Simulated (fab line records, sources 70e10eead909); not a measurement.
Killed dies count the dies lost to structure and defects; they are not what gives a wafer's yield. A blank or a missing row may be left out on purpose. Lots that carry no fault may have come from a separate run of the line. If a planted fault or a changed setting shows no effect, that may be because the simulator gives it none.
The tool behind it: which one? + flow nandHarc + 11 lots with 32 wafers sampled at 5 steps, on a route of 1302 steps

== WHAT THE GAUGES READ, wafer by wafer ==
NHARC_P_M0_CD_MEAS_09 targets a cd of 90 nm.
| lot  | measured     | on       | cdNm (nm)        |
|------|--------------|----------|------------------|
| L873 | day 7 05:42  | cdSem-02 | 90.4 90.8 90.3   |
| L876 | day 8 15:20  | cdSem-02 | 88.7 88.1 88.9   |
| L878 | day 9 14:13  | cdSem-03 | 90.2 90.2 89.3   |
| L879 | day 9 23:05  | cdSem-01 | 89.4 89.2 88.5   |
| L880 | day 10 09:37 | cdSem-03 | 90.3 91.1 89.7   |
| L881 | day 10 16:09 | cdSem-02 | 89.8 91.0 90.4   |
| L882 | day 10 21:58 | cdSem-01 | 89.2 89.5 89.0   |
| L884 | day 12 02:28 | cdSem-03 | 89.8 89.5 90.6   |
| L885 | day 12 14:45 | cdSem-03 | 89.1 89.6 89.8   |
| L889 | day 13 23:43 | cdSem-02 | 91.8 107.0       |
| L890 | day 14 07:34 | cdSem-02 | 89.3 106.8 107.0 |

== EACH LOT AND THE TOOL THAT RAN IT (in order: tool; ch and the chambers of the sampled wafers; start) ==
| lot  | NHARC_P_CONTACT_PVD_32                 | NHARC_P_CONTACT_CVD_23                  | NHARC_P_CONTACT_CMP_24        | NHARC_P_M0_PEB_07                |
|------|----------------------------------------|-----------------------------------------|-------------------------------|----------------------------------|
| L873 | pvdSputter-03, day 7 04:26 or earlier  | cvdW-02 ch 0,1, day 7 04:26 or earlier  | cmp-02 ch 2,3, day 7 04:26    | lithoTrack-06 ch 0, day 7 05:37  |
| L876 | pvdSputter-02, day 8 14:02 or earlier  | cvdW-02 ch 0,1, day 8 14:02 or earlier  | cmp-04 ch 0,1,3, day 8 14:02  | lithoTrack-01 ch 0, day 8 15:16  |
| L878 | pvdSputter-03, day 9 12:55 or earlier  | cvdW-02 ch 0,1, day 9 12:55 or earlier  | cmp-01 ch 0,2,3, day 9 12:55  | lithoTrack-06 ch 0, day 9 14:08  |
| L879 | pvdSputter-03, day 9 21:55 or earlier  | cvdW-02 ch 0,1, day 9 21:55 or earlier  | cmp-04 ch 0,1,3, day 9 21:55  | lithoTrack-01 ch 0, day 9 23:01  |
| L880 | pvdSputter-03, day 10 08:20 or earlier | cvdW-02 ch 0,1, day 10 08:20 or earlier | cmp-04 ch 1,3, day 10 08:20   | lithoTrack-04 ch 0, day 10 09:32 |
| L881 | pvdSputter-03, day 10 14:51 or earlier | cvdW-01 ch 0,1, day 10 14:51 or earlier | cmp-02 ch 1,2,3, day 10 14:51 | lithoTrack-04 ch 0, day 10 16:04 |
| L882 | pvdSputter-03, day 10 20:41 or earlier | cvdW-02 ch 0, day 10 20:41 or earlier   | cmp-01 ch 1,2,3, day 10 20:41 | lithoTrack-01 ch 0, day 10 21:53 |
| L884 | pvdSputter-01, day 12 01:02 or earlier | cvdW-01 ch 0,1, day 12 01:02 or earlier | cmp-01 ch 1,2,3, day 12 01:02 | lithoTrack-04 ch 0, day 12 02:23 |
| L885 | pvdSputter-01, day 12 13:24 or earlier | cvdW-01 ch 0,1, day 12 13:24 or earlier | cmp-04 ch 1,2,3, day 12 13:24 | lithoTrack-01 ch 0, day 12 14:40 |
| L889 | pvdSputter-02, day 13 22:30 or earlier | cvdW-02 ch 0,1, day 13 22:30 or earlier | cmp-02 ch 2,3, day 13 22:30   | lithoTrack-04 ch 0, day 13 23:38 |
| L890 | pvdSputter-03, day 14 06:16 or earlier | cvdW-02 ch 0,1, day 14 06:16 or earlier | cmp-04 ch 0,1,2, day 14 06:16 | lithoTrack-04 ch 0, day 14 07:29 |
- NHARC_P_CONTACT_PVD_32: deposits Ti, target thk 5 nm, time 17.7 s.
- NHARC_P_CONTACT_CVD_23: deposits W, target thk 200 nm, time 557 s.
- NHARC_P_CONTACT_CMP_24: polishes, t overpolish 30 s, target thk 200 nm.
- NHARC_P_M0_PEB_07: peb time 65 s.

== AS READ BY THE TOOLS THEMSELVES (means over the sampled wafers that have a number; for cases with no such wafer, the mark the record gives instead) ==
NHARC_P_CONTACT_PVD_32.
| lot  | tool          | throttleValvePct (%) |
|------|---------------|----------------------|
| L873 | pvdSputter-03 | 31.3                 |
| L876 | pvdSputter-02 | 30.5                 |
| L878 | pvdSputter-03 | 29.5                 |
| L879 | pvdSputter-03 | 29.9                 |
| L880 | pvdSputter-03 | 29.7                 |
| L881 | pvdSputter-03 | 29.5                 |
| L882 | pvdSputter-03 | 29.5                 |
| L884 | pvdSputter-01 | 30.3                 |
| L885 | pvdSputter-01 | 29.1                 |
| L889 | pvdSputter-02 | 29.8                 |
| L890 | pvdSputter-03 | 29.7                 |

NHARC_P_CONTACT_CVD_23.
| lot  | tool    | heaterPowerOuterW (W) | heaterPowerW (W) | susceptorTempC (C) | throttleValvePct (%) |
|------|---------|-----------------------|------------------|--------------------|----------------------|
| L873 | cvdW-02 | 279                   | 451              | 299.92             | 7.78                 |
| L876 | cvdW-02 | 264                   | 446              | 299.99             | 7.78                 |
| L878 | cvdW-02 | 263                   | 449              | 299.99             | 8.00                 |
| L879 | cvdW-02 | 283                   | 460              | 300.06             | 7.74                 |
| L880 | cvdW-02 | 284                   | 455              | 300.09             | 7.84                 |
| L881 | cvdW-01 | 259                   | 441              | 300.07             | 8.09                 |
| L882 | cvdW-02 | 251                   | 447              | 300.25             | 8.02                 |
| L884 | cvdW-01 | 267                   | 448              | 299.92             | 8.13                 |
| L885 | cvdW-01 | 266                   | 449              | 299.79             | 8.04                 |
| L889 | cvdW-02 | 282                   | 470              | -                  | 8.04                 |
| L890 | cvdW-02 | 272                   | 447              | -                  | 7.99                 |

NHARC_P_CONTACT_CMP_24.
| lot  | tool   | edgeZonePressureFrac | motorCurrentA (A) | overpolishRunS (s) | retainingRingPressureFrac | slurryFlowMlMin | timeToEndpointS (s) |
|------|--------|----------------------|-------------------|--------------------|---------------------------|-----------------|---------------------|
| L873 | cmp-02 | 1.000                | 12.4              | 30.007             | 0.997                     | 150.4           | 38.4                |
| L876 | cmp-04 | 1.000                | 11.1              | 30.013             | 1.004                     | 150.1           | 39.1                |
| L878 | cmp-01 | 1.000                | 10.1              | 29.995             | 1.001                     | 150.1           | 38.7                |
| L879 | cmp-04 | 0.998                | 11.2              | 30.000             | 1.001                     | 149.8           | 40.5                |
| L880 | cmp-04 | 0.995                | 11.4              | 30.000             | 1.004                     | 149.6           | 36.9                |
| L881 | cmp-02 | 0.999                | 12.5              | 29.997             | 0.999                     | 149.6           | 43.1                |
| L882 | cmp-01 | 1.002                | 10.3              | 29.992             | 0.999                     | 149.6           | 41.5                |
| L884 | cmp-01 | 0.998                | 10.2              | 29.997             | 1.002                     | 150.1           | 41.6                |
| L885 | cmp-04 | 0.997                | 11.8              | 30.003             | 0.999                     | 149.5           | 38.5                |
| L889 | cmp-02 | 1.000                | 11.8              | 29.993             | 0.999                     | 149.8           | 39.6                |
| L890 | cmp-04 | 1.001                | 12.9              | 29.999             | 1.000                     | 150.0           | 38.7                |

NHARC_P_M0_PEB_07.
| lot  | tool          | exhaustPa (Pa) |
|------|---------------|----------------|
| L873 | lithoTrack-06 | 45.0           |
| L876 | lithoTrack-01 | 45.1           |
| L878 | lithoTrack-06 | 44.8           |
| L879 | lithoTrack-01 | 45.4           |
| L880 | lithoTrack-04 | 45.2           |
| L881 | lithoTrack-04 | 44.8           |
| L882 | lithoTrack-01 | 44.7           |
| L884 | lithoTrack-04 | 45.2           |
| L885 | lithoTrack-01 | 43.8           |
| L889 | lithoTrack-04 | 44.9           |
| L890 | lithoTrack-04 | 44.2           |

== THE ANSWER, worked out from the rows above alone ==
Rule: what is usual is taken from the lots themselves. The widest of any qualifying gaps counts: lots, ordered by their means at a reading, are off when they make up no more than a third of the lots, leave a main group of 4 or more, and stand apart from it by 3 or more times the standard deviation of that group's means. The tables above print the reading to a certain number of digits; a main group whose means all agree to those digits is not used. Also off: a lot with no number at a reading for which 4 or more lots have one. All remaining lots with rows at the step are treated as sound. The gauges are gone through in route order, then the tools' own readings, and for those a lot's mean is taken as printed above. The first step at which some lot is off is used, and at that step the reading that is off furthest; a lot without a number counts as furthest.
Off: L889, L890, at NHARC_P_M0_CD_MEAS_09 (cdNm). The main group: mean 89.7 nm, standard deviation 0.64.
A tool fits if, at a process step before that reading, it ran every lot that is off, and no sound lot after the first of them. The gauges at NHARC_P_M0_CD_MEAS_09 aren't tried: what is off there is off at NHARC_P_CONTACT_CVD_23 too, on other tools, and a gauge's error can't cause that. NHARC_P_CONTACT_PVD_32 gives no start for some lots, so the hours and the order of its lots are those of NHARC_P_CONTACT_CMP_24. NHARC_P_CONTACT_CVD_23 gives no start for some lots, so the hours and the order of its lots are those of NHARC_P_CONTACT_CMP_24. 2 tools fit, cvdW-02 at NHARC_P_CONTACT_CVD_23 and lithoTrack-04 at NHARC_P_M0_PEB_07, so this cannot tell which one it is.

== WHAT WAS PUT IN BY THE SIMULATOR ==
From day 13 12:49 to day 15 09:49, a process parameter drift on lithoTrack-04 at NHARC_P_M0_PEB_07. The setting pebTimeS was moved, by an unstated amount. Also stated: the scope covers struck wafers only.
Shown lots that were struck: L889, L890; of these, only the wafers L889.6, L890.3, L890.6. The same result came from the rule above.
